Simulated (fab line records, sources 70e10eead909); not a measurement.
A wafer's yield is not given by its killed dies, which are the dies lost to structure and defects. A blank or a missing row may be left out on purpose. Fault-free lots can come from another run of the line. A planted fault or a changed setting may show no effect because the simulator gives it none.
fab line records    flow nand_harc
record lots=11  wafers=33  last_day=24
route steps=1159 shown A_STAIRCASE@592
lots that met no fault: from a run of the same line without faults
start_h: hours from the record's opening day to when the first of the lot's shown wafers began    wait_h: time in hours since the lot's previous step    " as in the row above    L1.1+2: a single row standing in for several wafers    - no value, or no start was given    * or withheld: withheld    < > ~ a bound
route shown NAME@n: a module of which the file shows steps, and the number in the route of the first    usual: mean/standard deviation of fault-free wafers    same: alike in all rows    chamber/n: place in a boat    sites: per-site readings    _std_site: how widely they spread, as a standard deviation    _edge_site: the outer-site mean with the inner-site mean subtracted    radius_mm: for every site, how far away it sits from the centre of the wafer    mask NAME#n: copy n    behind: the tool/chamber that last shaped the wafer    hold: cause of the lot's hold/its duration in hours/its outcome    device: the n, p or np transistor that did not switch    end of line: the same wafers' tests at the end of the route    for a step that has no rows: nothing shown but its recipe    killed: dies that structure and defects cost at the first sort, which is not the same as the wafer's yield    map: shows each die of a wafer: x if killed, . if not, _ if none is there
set.NAME: the setting as run; set.NAME@STEP: as run at that earlier step    model.NAME: the simulator's own value behind a step, which no gauge read
the route's steps for a sample of lots (tables are steps, rows are wafers)
services: when a tool's chamber went out of use (start_h, in hours from the record's first day, below 0 if earlier), for how many hours, and the reason
## steps
# step NHARC_A_STAIRCASE_TRIM_198
# recipe time_s=211.2  o2_flow_sccm=500  ar_flow_sccm=0  bias_w=0  chemistry=O2
# usual drypump_motor_current_A=5.6/0.49  oes_product_au=1.001/0.0078  rf_vpp_V=57.7/0.9  run_length_s=232.5/0.4  showerhead_plenum_p_Torr=3.48/0.15  throttle_valve_pct=17.036/0.0091
lot.wafer  tool         chamber  start_h  wait_h  drypump_motor_current_A  oes_product_au  rf_hours_counter_h  rf_vpp_V  run_length_s  showerhead_plenum_p_Torr  throttle_valve_pct
L540.2     rie_diel-04  0        -        -       5.0                      0.998           19                  57.0      232.5         3.33                      17.034
L540.4     "            3        "        "       5.3                      0.994           46                  57.0      233.3         3.66                      17.030
L540.6     "            1        "        "       6.2                      1.004           -                   57.4      232.7         3.41                      17.019
L542.2     rie_diel-12  1        -        -       5.0                      0.998           12                  57.9      232.8         3.37                      17.044
L542.3     "            2        "        "       5.8                      1.006           13                  57.3      232.5         3.53                      17.036
L542.5     "            0        "        "       5.8                      0.995           -                   57.5      232.1         3.53                      17.044
L541.1     rie_diel-04  2        -        -       5.7                      0.997           50                  57.0      232.2         3.46                      17.042
L541.3     "            3        "        "       5.3                      1.004           49                  58.3      232.8         3.66                      17.031
L541.6     "            3        "        "       5.3                      0.990           -                   57.6      233.5         3.66                      17.031
L544.3     rie_diel-04  0        -        -       5.0                      0.993           26                  57.7      232.7         3.33                      17.033
L544.5     "            2        "        "       5.7                      1.001           -                   58.6      232.3         3.46                      17.042
L544.6     "            3        "        "       5.3                      0.992           -                   58.7      233.1         3.66                      17.027
L545.3     rie_diel-12  0        -        -       5.7                      0.990           18                  57.4      232.1         3.52                      17.055
L545.2     "            1        "        "       5.0                      0.993           17                  57.7      232.9         3.36                      17.039
L545.1     "            2        "        "       5.8                      1.000           18                  58.1      232.2         3.53                      17.044
L546.1     rie_diel-12  0        -        -       5.8                      0.997           20                  57.1      232.2         3.52                      17.045
L546.5     "            1        "        "       5.0                      0.989           -                   58.0      233.0         3.36                      17.056
L546.6     "            2        "        "       5.8                      1.006           -                   59.3      232.0         3.53                      17.034
L549.2     rie_diel-11  0        -        -       5.1                      1.004           39                  57.1      232.1         3.30                      17.036
L549.3     "            1        "        "       6.4                      1.017           41                  57.4      232.3         3.36                      17.058
L549.4     "            3        "        "       6.0                      1.006           41                  59.4      232.8         3.75                      17.022
L553.2     rie_diel-11  2        -        -       4.8                      1.012           49                  58.5      231.8         3.68                      17.023
L553.3     "            3        "        "       5.9                      1.008           48                  58.2      232.8         3.74                      17.034
L553.5     "            0        "        "       5.1                      1.011           -                   56.7      232.3         3.29                      17.032
L552.3     rie_diel-04  2        -        -       5.7                      0.997           9                   57.5      231.9         3.45                      17.041
L552.1     "            3        "        "       5.3                      1.005           10                  57.3      232.9         3.65                      17.028
L552.5     "            3        "        "       5.3                      1.001           -                   57.2      233.1         3.65                      17.034
L556.3     rie_diel-12  0        -        -       5.7                      1.007           44                  59.1      232.1         3.51                      17.042
L556.1     "            1        "        "       5.0                      0.999           43                  57.3      232.4         3.35                      17.038
L556.2     "            3        "        "       6.0                      0.984           44                  58.4      232.7         3.65                      17.035
L559.3     rie_diel-04  3        -        -       5.3                      0.985           22                  58.4      232.7         3.64                      17.044
L559.2     "            0        "        "       5.0                      1.000           21                  57.0      232.6         3.31                      17.057
L559.6     "            2        "        "       5.7                      0.995           -                   56.8      232.3         3.44                      17.031
# step NHARC_A_STAIRCASE_ETCH_227
# recipe target_depth_a=1000  time_s=40.5  ion_energy_ev=400  c4f8_flow_sccm=20  o2_flow_sccm=10  ar_flow_sccm=withheld  rf_w=600  bias_w=1000  chemistry=C4F8/O2
# usual oes_product_au=0.942/0.01  rf_vpp_V=895/5.8
lot.wafer  tool         chamber  start_h  wait_h  oes_product_au  rf_hours_counter_h  rf_vpp_V
L540.2     rie_diel-04  1        -        -       0.944           45                  892
L540.4     "            3        "        "       0.937           48                  901
L540.6     "            0        "        "       0.949           -                   889
L542.2     rie_diel-04  2        -        -       0.937           51                  893
L542.3     "            3        "        "       0.937           50                  902
L542.5     "            1        "        "       0.929           -                   891
L541.1     rie_diel-04  0        -        -       0.934           24                  888
L541.3     "            2        "        "       0.937           52                  894
L541.6     "            1        "        "       0.942           -                   891
L544.3     rie_diel-11  2        -        -       0.939           30                  902
L544.6     "            3        "        "       0.924           -                   903
L544.5     "            0        "        "       0.948           -                   886
L545.1     rie_diel-04  2        -        -       0.926           60                  893
L545.3     "            3        "        "       0.941           57                  901
L545.2     "            0        "        "       0.947           32                  888
L546.1     rie_diel-11  3        -        -       0.950           36                  904
L546.6     "            1        "        "       0.965           -                   889
L546.5     "            2        "        "       0.953           -                   903
L549.3     rie_diel-04  0        -        -       0.945           3                   888
L549.2     "            2        "        "       0.943           3                   893
L549.4     "            0        "        "       0.942           -                   888
L553.2     rie_diel-12  1        -        -       0.936           36                  890
L553.3     "            2        "        "       0.941           37                  896
L553.5     "            1        "        "       0.931           -                   890
L552.1     rie_diel-11  3        -        -       0.961           51                  902
L552.3     "            2        "        "       0.948           52                  901
L552.5     "            0        "        "       0.970           -                   886
L556.3     rie_diel-11  2        -        -       0.940           58                  903
L556.1     "            3        "        "       0.953           57                  905
L556.2     "            0        "        "       0.945           57                  886
L559.3     rie_diel-11  3        -        -       0.968           60                  904
L559.2     "            0        "        "       0.952           62                  887
L559.6     "            3        "        "       0.955           -                   904
# step NHARC_A_STAIRCASE_TRIM_229
# recipe time_s=211.2  o2_flow_sccm=500  ar_flow_sccm=0  bias_w=0  chemistry=O2
# usual drypump_motor_current_A=5.6/0.48  oes_product_au=1.001/0.006  rf_vpp_V=57.8/0.83  run_length_s=232.5/0.42  showerhead_plenum_p_Torr=3.49/0.15  throttle_valve_pct=17.037/0.0089
lot.wafer  tool         chamber  start_h  wait_h  drypump_motor_current_A  oes_product_au  rf_hours_counter_h  rf_vpp_V  run_length_s  showerhead_plenum_p_Torr  throttle_valve_pct
L540.4     rie_diel-04  0        246.83   0.1     5.0                      1.001           21                  56.3      233.2         3.33                      17.037
L540.2     "            3        "        "       5.3                      0.990           48                  59.4      232.7         3.66                      17.046
L540.6     "            1        "        "       6.2                      1.000           -                   58.5      232.7         3.41                      17.036
L542.3     rie_diel-04  0        255.43   0.1     5.0                      1.003           23                  59.2      232.7         3.33                      17.037
L542.2     "            1        "        "       6.2                      0.995           48                  58.5      232.7         3.41                      17.046
L542.5     "            2        "        "       5.7                      0.998           -                   58.3      232.2         3.46                      17.035
L541.3     rie_diel-04  2        256.49   0.1     5.7                      1.001           52                  56.1      232.3         3.46                      17.042
L541.1     "            0        "        "       5.0                      1.008           24                  58.1      232.6         3.33                      17.029
L541.6     "            3        "        "       5.3                      0.992           -                   58.3      233.3         3.66                      17.024
L544.3     rie_diel-12  3        266.94   0.1     6.0                      1.002           18                  57.5      232.4         3.66                      17.044
L544.6     "            2        "        "       5.8                      1.000           -                   58.3      232.3         3.53                      17.041
L544.5     "            3        "        "       6.0                      0.995           -                   57.8      232.6         3.66                      17.028
L545.3     rie_diel-04  1        277.26   0.1     6.2                      1.012           58                  57.4      233.0         3.40                      17.051
L545.1     "            3        "        "       5.3                      0.997           57                  59.7      232.9         3.66                      17.050
L545.2     "            0        "        "       5.0                      1.008           32                  56.0      232.6         3.33                      17.030
L546.1     rie_diel-11  3        282.91   0.1     5.9                      1.003           36                  59.0      232.8         3.75                      17.045
L546.5     "            1        "        "       6.4                      1.013           -                   57.3      232.0         3.36                      17.038
L546.6     "            2        "        "       4.8                      1.000           -                   57.5      231.6         3.69                      17.031
L549.2     rie_diel-04  0        304.19   0.1     5.0                      1.000           3                   57.1      232.6         3.32                      17.052
L549.3     "            2        "        "       5.7                      0.997           3                   59.1      232.5         3.45                      17.040
L549.4     "            3        "        "       5.3                      1.007           -                   56.3      232.8         3.65                      17.033
L553.2     rie_diel-11  1        324.65   0.1     6.4                      1.001           53                  56.6      232.0         3.35                      17.035
L553.3     "            3        "        "       5.9                      0.995           50                  58.1      232.8         3.74                      17.029
L553.5     "            0        "        "       5.1                      0.998           -                   56.5      231.9         3.29                      17.026
L552.3     rie_diel-11  2        326.76   0.1     4.8                      1.009           52                  57.4      231.7         3.68                      17.017
L552.1     "            3        "        "       6.0                      0.997           51                  57.3      233.2         3.74                      17.026
L552.5     "            3        "        "       6.0                      1.001           -                   57.4      233.0         3.74                      17.038
L556.1     rie_diel-04  2        343.71   0.1     5.7                      1.000           17                  59.0      232.0         3.44                      17.039
L556.3     "            0        "        "       5.0                      1.016           17                  57.6      232.4         3.31                      17.040
L556.2     "            1        "        "       6.2                      1.003           12                  57.6      233.3         3.39                      17.042
L559.3     rie_diel-11  2        355.20   0.1     4.8                      1.004           62                  57.9      231.6         3.68                      17.052
L559.2     "            0        "        "       5.1                      1.003           62                  57.4      232.0         3.29                      17.044
L559.6     "            3        "        "       5.9                      0.996           -                   58.2      232.9         3.74                      17.040
# step NHARC_A_STAIRCASE_TRIM_235
# recipe time_s=211.2  o2_flow_sccm=500  ar_flow_sccm=0  bias_w=0  chemistry=O2
# usual drypump_motor_current_A=5.6/0.49  oes_product_au=1.002/0.0068  rf_vpp_V=57.7/0.79  run_length_s=232.6/0.41  showerhead_plenum_p_Torr=3.49/0.15  throttle_valve_pct=17.036/0.01
lot.wafer  tool         chamber  start_h  wait_h  drypump_motor_current_A  oes_product_au  rf_hours_counter_h  rf_vpp_V  run_length_s  showerhead_plenum_p_Torr  throttle_valve_pct
L540.4     rie_diel-04  1        247.56   -       6.2                      1.005           46                  57.6      232.8         3.41                      17.036
L540.2     "            3        "        "       5.3                      0.989           48                  57.9      232.9         3.66                      17.025
L540.6     "            1        "        "       6.2                      1.006           -                   58.3      233.2         3.41                      17.037
L542.2     rie_diel-04  3        256.26   -       5.3                      0.992           50                  58.6      233.0         3.66                      17.034
L542.3     "            0        "        "       5.0                      0.997           23                  56.9      232.8         3.33                      17.020
L542.5     "            1        "        "       6.2                      1.004           -                   57.3      232.7         3.41                      17.045
L541.1     rie_diel-04  0        257.24   -       5.0                      1.009           24                  57.3      232.6         3.33                      17.016
L541.3     "            1        "        "       6.2                      0.994           49                  56.9      232.9         3.41                      17.048
L541.6     "            3        "        "       5.3                      1.003           -                   56.8      232.9         3.66                      17.039
L544.3     rie_diel-12  0        267.69   -       5.8                      0.993           17                  58.0      232.9         3.52                      17.041
L544.6     "            1        "        "       5.0                      0.989           -                   56.5      233.1         3.36                      17.046
L544.5     "            2        "        "       5.8                      1.004           -                   56.6      232.0         3.53                      17.043
L545.3     rie_diel-04  2        278.10   -       5.7                      1.000           61                  57.7      232.2         3.45                      17.027
L545.2     "            3        "        "       5.3                      1.001           58                  57.8      232.6         3.66                      17.055
L545.1     "            0        "        "       5.0                      1.000           32                  56.2      232.5         3.32                      17.053
L546.1     rie_diel-11  3        283.69   -       6.0                      1.009           37                  59.1      233.1         3.75                      17.052
L546.5     "            1        "        "       6.4                      1.014           -                   57.4      232.2         3.36                      17.025
L546.6     "            2        "        "       4.8                      1.000           -                   58.9      231.9         3.69                      17.045
L549.2     rie_diel-04  3        305.02   -       5.3                      1.006           4                   58.0      232.8         3.65                      17.045
L549.3     "            2        "        "       5.7                      1.000           4                   56.7      231.9         3.45                      17.031
L549.4     "            3        "        "       5.3                      1.013           -                   57.4      232.9         3.65                      17.045
L553.2     rie_diel-11  3        325.82   -       5.9                      1.008           51                  57.5      232.9         3.74                      17.030
L553.3     "            0        "        "       5.1                      1.011           51                  56.6      232.3         3.29                      17.033
L553.5     "            1        "        "       6.4                      1.016           -                   56.9      232.5         3.35                      17.018
L552.3     rie_diel-11  1        327.58   -       6.3                      1.009           55                  57.3      232.6         3.35                      17.037
L552.1     "            2        "        "       4.8                      1.007           52                  57.6      231.6         3.68                      17.040
L552.5     "            2        "        "       4.8                      1.011           -                   58.5      231.6         3.68                      17.050
L556.1     rie_diel-04  1        344.49   -       6.2                      1.001           13                  57.5      233.1         3.39                      17.048
L556.2     "            3        "        "       5.3                      1.008           18                  58.0      232.7         3.64                      17.049
L556.3     "            0        "        "       5.0                      1.002           18                  57.8      233.0         3.31                      17.025
L559.3     rie_diel-11  0        355.96   -       5.1                      1.005           63                  58.3      292.6         3.29                      17.038
L559.2     "            1        "        "       6.4                      1.006           66                  56.7      232.1         3.34                      17.019
L559.6     "            2        "        "       4.8                      1.005           -                   58.1      231.6         3.68                      17.026
## services
tool         chamber  start_h  hours  kind
rie_diel-04  0        219.13   -      clean
rie_diel-04  1        219.13   -      clean
rie_diel-04  2        219.13   -      clean
rie_diel-04  3        219.13   -      clean
rie_diel-04  -        222.71   1.2    repair
rie_diel-04  0        243.71   -      clean
rie_diel-04  1        243.71   -      clean
rie_diel-04  2        243.71   -      clean
rie_diel-04  3        243.71   -      clean
rie_diel-04  0        268.25   -      clean
rie_diel-04  1        268.25   -      clean
rie_diel-04  2        268.25   -      clean
rie_diel-04  3        268.25   -      clean
rie_diel-04  -        288.90   9.0    pm
rie_diel-04  0        288.90   9.0    vent_cycle
rie_diel-04  1        288.90   18.3   vent_cycle
rie_diel-04  2        288.90   9.0    vent_cycle
rie_diel-04  3        288.90   9.0    vent_cycle
rie_diel-04  0        297.90   -      clean
rie_diel-04  2        297.90   -      clean
rie_diel-04  3        297.90   -      clean
rie_diel-04  0        323.25   -      clean
rie_diel-04  1        323.25   -      clean
rie_diel-04  2        323.25   -      clean
## key
first_sign step=NHARC_A_STAIRCASE_TRIM_235  reading=run_length_s  direction=up  sigmas=99+  usual=*  struck=*
effect none on later readings
met_at NHARC_A_STAIRCASE_TRIM_235
struck_lots L559
struck_wafers L559.3
tester_left_out L559
not_acting_at NHARC_A_STAIRCASE_TRIM_198,NHARC_A_STAIRCASE_ETCH_227,NHARC_A_STAIRCASE_TRIM_229
onset_between 325.82 355.96
fault kind=process_parameter_drift  tool=rie_diel-11  chamber=0  onset_h=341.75  steps=NHARC_A_STAIRCASE_TRIM_235  channel=time_s  offset=*  shape=step  end_h=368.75  acts_in=*  stated=*
# tester_left_out: of these lots the tester's yield and bins aren't shown, on N5 and GAA mostly nor the transistor test; their killed dies are dies lost to structure and defects alone, not to doping, threshold or leakage, so they don't give the yield
